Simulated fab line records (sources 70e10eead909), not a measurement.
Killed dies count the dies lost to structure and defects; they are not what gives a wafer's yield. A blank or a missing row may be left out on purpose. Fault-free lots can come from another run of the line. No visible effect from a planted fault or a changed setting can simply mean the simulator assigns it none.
Which of the tools did it? -- flow nand-harc -- 18 wafers from 6 lots sampled at 4 of the route's 1302 steps

== WHAT THE GAUGES SHOWED, per wafer ==
NHARC_A_DECK1_JOINT_THK_MEAS_14: measures by ellipsometry.
lot,measured,on,thk-nm (nm)
L109,day 12 05:50,film-metro-01,50.8 50.2 51.3
L113,day 14 17:06,film-metro-02,51.8 50.6 51.8
L122,day 17 03:53,film-metro-01,50.2 50.2 50.8
L126,day 18 21:29,film-metro-01,49.1 49.4 51.0
L127,day 19 13:10,film-metro-02,48.9 50.6 47.6
L128,day 20 13:53,film-metro-02,51.4 52.1 50.8

== TOOL THAT RAN EACH LOT (tool first, then ch and the chambers of the sampled wafers, then the start) ==
lot,NHARC_A_CHANNEL_HOLE_D1_STRIP_27,NHARC_A_CHANNEL_FILL_D1_CMP_10,NHARC_A_DECK1_JOINT_ETCHBACK_07
L109,"rie-diel-12 ch 0,1,2, day 11 19:04 or earlier","cmp-04 ch 0,2,3, day 11 19:04","rie-si-02 ch 1,2,3, day 11 19:29"
L113,"rie-diel-12 ch 0,2, day 14 05:57 or earlier","cmp-02 ch 2,3, day 14 05:57","rie-si-02 ch 0,2,3, day 14 06:25"
L122,"rie-diel-12 ch 0,3, day 16 17:02 or earlier","cmp-01 ch 1,2, day 16 17:02","rie-si-02 ch 0,1,2, day 16 17:32"
L126,"rie-diel-07 ch 0,2, day 18 10:43 or earlier","cmp-01 ch 1,2, day 18 10:43","rie-si-01 ch 1,2, day 18 11:11"
L127,"rie-diel-12 ch 2,3, day 19 02:10 or earlier","cmp-02 ch 0,1,3, day 19 02:10","rie-si-02 ch 0,2,3, day 19 02:38"
L128,"rie-diel-06 ch 0,1,2, day 20 02:55 or earlier","cmp-04 ch 0,2, day 20 02:55","rie-si-01 ch 0,2,3, day 20 03:22"
- NHARC_A_CHANNEL_HOLE_D1_STRIP_27: strips in O2.
- NHARC_A_CHANNEL_FILL_D1_CMP_10: polishes, target thk 150 nm.
- NHARC_A_DECK1_JOINT_ETCHBACK_07: etches the open film in HBr, target depth 105 nm, time 26.9 s.

== THE ANSWER, worked out from the rows above alone ==
Rule: what is usual is taken from the lots themselves. The widest of any qualifying gaps counts: lots, ordered by their means at a reading, are off when they make up no more than a third of the lots, leave a main group of 4 or more, and stand apart from it by 3 or more times the standard deviation of that group's means. The tables above print the reading to a certain number of digits; a main group whose means all agree to those digits is not used. A lot without any number at a reading at which 4 lots or more have one is off too. All remaining lots with rows at the step are treated as sound.
No lot is off at any reading shown: from this, nothing can be told.

== WHAT HAD BEEN PUT IN BY THE SIMULATOR ==
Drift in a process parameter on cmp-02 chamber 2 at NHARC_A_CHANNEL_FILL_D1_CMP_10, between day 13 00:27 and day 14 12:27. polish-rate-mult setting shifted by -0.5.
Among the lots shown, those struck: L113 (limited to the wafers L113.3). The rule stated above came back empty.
